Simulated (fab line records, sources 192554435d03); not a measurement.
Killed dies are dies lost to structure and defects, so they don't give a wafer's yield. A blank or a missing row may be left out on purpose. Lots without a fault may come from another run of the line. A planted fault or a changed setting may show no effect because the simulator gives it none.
One fault seen from 2 desks | flow n5_finfet | each desk has only its own numbers; what lay behind them comes last

THE METROLOGY DESK
What the gauges read, lot by lot, whatever tool the lot ran on: means of the sampled wafers that have a number. A lot is out of limits, marked OUT, if its mean lies more than 4 standard deviations from the usual mean; the brackets give that distance. Of its 10 readings 7 are shown: those that lie furthest out on some lot.
Columns: A = IOFF_N at N5_BEOL_M4_RC_MEAS_101, usual 0.16 nA/um; B = IOFF_P at N5_BEOL_M4_RC_MEAS_101, usual 0.22 nA/um; C = ION_N at N5_BEOL_M4_RC_MEAS_101, usual 676 uA/um; D = ION_P at N5_BEOL_M4_RC_MEAS_101, usual 465 uA/um; E = SS_N at N5_BEOL_M4_RC_MEAS_101, usual 71.4 mV/dec; F = VT_N at N5_BEOL_M4_RC_MEAS_101, usual 250 mV; G = VT_P at N5_BEOL_M4_RC_MEAS_101, usual -250 mV
lot  | first seen here | A    | B    | C   | D   | E    | F   | G
L237 | day 9 03:01     | 0.18 | 0.28 | 682 | 473 | 72.1 | 246 | -245
L246 | day 11 12:11    | 0.15 | 0.21 | 676 | 464 | 70.8 | 251 | -252
L247 | day 11 17:13    | 0.16 | 0.22 | 674 | 467 | 71.0 | 248 | -248
L248 | day 11 19:52    | 0.12 | 0.16 | 665 | 455 | 71.1 | 254 | -256
L249 | day 12 02:52    | 0.17 | 0.21 | 675 | 459 | 71.6 | 247 | -250
This desk's finding: nothing out of limits on any of the 5 lots.

THE TOOL OWNER'S DESK: litho_track-04
The tool's own readings at N5_FIN_SAQP_COAT_10 (resist thk 90 nm): means of the sampled wafers that have a number, for each lot that ran on this tool. A lot is out of limits, marked OUT, if its mean lies more than 4 standard deviations from the usual mean; the brackets give that distance.
Columns: A = spin_speed_rpm at N5_FIN_SAQP_COAT_10, usual 1500.3 rpm
lot  | first seen here | A
L237 | day 2 21:44     | 1500.4
L246 | day 5 05:53     | 2270.0 (+99 or more) OUT
L248 | day 5 17:28     | 2269.6 (+99 or more) OUT
L249 | day 5 21:55     | 2270.8 (+99 or more) OUT
This desk's finding: out of limits on L246, L248, L249; first on L246, day 5 05:53 (spin_speed_rpm at N5_FIN_SAQP_COAT_10). In limits: L237.

PUT TOGETHER
The tool owner's desk could have raised an alarm at day 5 05:53, on L246, L248, L249.
The metrology desk saw nothing out of limits.
The metrology desk has L246, L248, L249 on record, within its limits.
Of the lots named, all ran N5_FIN_SAQP_COAT_10 on litho_track-04.

WHAT THE SIMULATOR HAD PUT IN
Process parameter drift: litho_track-04, from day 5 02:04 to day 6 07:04, at N5_FIN_SAQP_COAT_10. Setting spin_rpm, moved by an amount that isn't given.
Lots struck among those shown: L246, L248, L249.
Hours from the fault's start to each desk's first reading out of limits: the tool owner's desk, 4.
